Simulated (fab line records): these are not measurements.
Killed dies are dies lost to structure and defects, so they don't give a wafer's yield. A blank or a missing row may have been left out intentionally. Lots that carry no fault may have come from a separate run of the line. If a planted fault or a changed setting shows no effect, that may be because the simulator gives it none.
The same fault as seen by 2 desks || flow n5 finfet || each desk has only its own numbers; what lay behind them comes last

## THE METROLOGY DESK
Means of the sampled wafers that have a number, per lot and without regard to the tool the lot ran on: this is what the gauges read. Any lot whose mean is over 4 standard deviations away from the usual mean is out of limits and marked OUT; that distance is given in the brackets. Shown here are 7 of its 11 readings, the ones lying furthest out on some lot.
Columns: A = DIBL_N at N5_BEOL_M4_RC_MEAS_101, usual 36.5 mV/V; B = DIBL_P at N5_BEOL_M4_RC_MEAS_101, usual 36.5 mV/V; C = IOFF_N at N5_BEOL_M4_RC_MEAS_101, usual 0.162 nA/um; D = IOFF_P at N5_BEOL_M4_RC_MEAS_101, usual 0.221 nA/um; E = SS_P at N5_BEOL_M4_RC_MEAS_101, usual 73.3 mV/dec; F = VT_N at N5_BEOL_M4_RC_MEAS_101, usual 249.2 mV; G = VT_P at N5_BEOL_M4_RC_MEAS_101, usual -249 mV
{"lot": "L898", "first seen here": "day 11 01:40", "A": 36.8, "B": 39.3, "C": 0.195, "D": 0.241, "E": 74.0, "F": 246.2, "G": -247}
{"lot": "L899", "first seen here": "day 11 11:25", "A": 36.0, "B": 37.5, "C": 0.160, "D": 0.248, "E": 73.7, "F": 249.1, "G": -245}
{"lot": "L901", "first seen here": "day 11 14:50", "A": 36.7, "B": 37.6, "C": 0.158, "D": 0.182, "E": 73.2, "F": 250.7, "G": -254}
{"lot": "L902", "first seen here": "day 11 17:20", "A": 35.7, "B": 35.9, "C": 0.150, "D": 0.203, "E": 73.1, "F": 250.8, "G": -251}
{"lot": "L907", "first seen here": "day 13 02:37", "A": 36.6, "B": 37.0, "C": 0.163, "D": 0.235, "E": 73.0, "F": 250.1, "G": -248}
{"lot": "L912", "first seen here": "day 14 11:44", "A": 35.4, "B": 37.8, "C": 0.170, "D": 0.234, "E": 73.2, "F": 248.8, "G": -247}
{"lot": "L913", "first seen here": "day 14 12:09", "A": 37.9, "B": 37.9, "C": 0.201, "D": 0.278, "E": 73.5, "F": 245.3, "G": -244}
{"lot": "L911", "first seen here": "day 14 13:41", "A": 35.9, "B": 36.0, "C": 0.162, "D": 0.198, "E": 73.2, "F": 248.6, "G": -251}
{"lot": "L917", "first seen here": "day 16 07:52", "A": 38.3, "B": 38.0, "C": 0.186, "D": 0.247, "E": 74.3, "F": 247.8, "G": -248}
This desk's verdict: no lot among the 9 shows anything out of limits.

## TOOL OWNER'S DESK, cvd co-02
The tool's own readings at N5_BEOL_M8_CVD_78 (deposits Co from CCTBA/H2, target thk 2 nm, time 142.3 s): means of the sampled wafers that have a number, for each lot that ran on this tool. Any lot whose mean is over 4 standard deviations away from the usual mean is out of limits and marked OUT; that distance is given in the brackets.
Columns: A = chamber pressure Torr at N5_BEOL_M8_CVD_78, usual 30.00 Torr; B = run length s at N5_BEOL_M8_CVD_78, usual 165.1 s
{"lot": "L898", "first seen here": "day 12 12:01", "A": 29.98, "B": 165.4}
{"lot": "L902", "first seen here": "day 13 04:13", "A": 30.05, "B": 164.8}
{"lot": "L907", "first seen here": "day 14 14:22", "A": 30.06, "B": 165.0}
{"lot": "L913", "first seen here": "day 16 02:26", "A": 30.03, "B": 165.2}
{"lot": "L911", "first seen here": "day 16 09:49", "A": 30.05, "B": 165.1}
{"lot": "L917", "first seen here": "day 17 22:45", "A": 30.00, "B": 165.1}
This desk's verdict: no lot among the 6 shows anything out of limits.

## BROUGHT TOGETHER
Nothing out of limits was seen by the metrology desk.
The tool owner's desk saw nothing out of limits.

## WHAT THE SIMULATOR HAD INSERTED
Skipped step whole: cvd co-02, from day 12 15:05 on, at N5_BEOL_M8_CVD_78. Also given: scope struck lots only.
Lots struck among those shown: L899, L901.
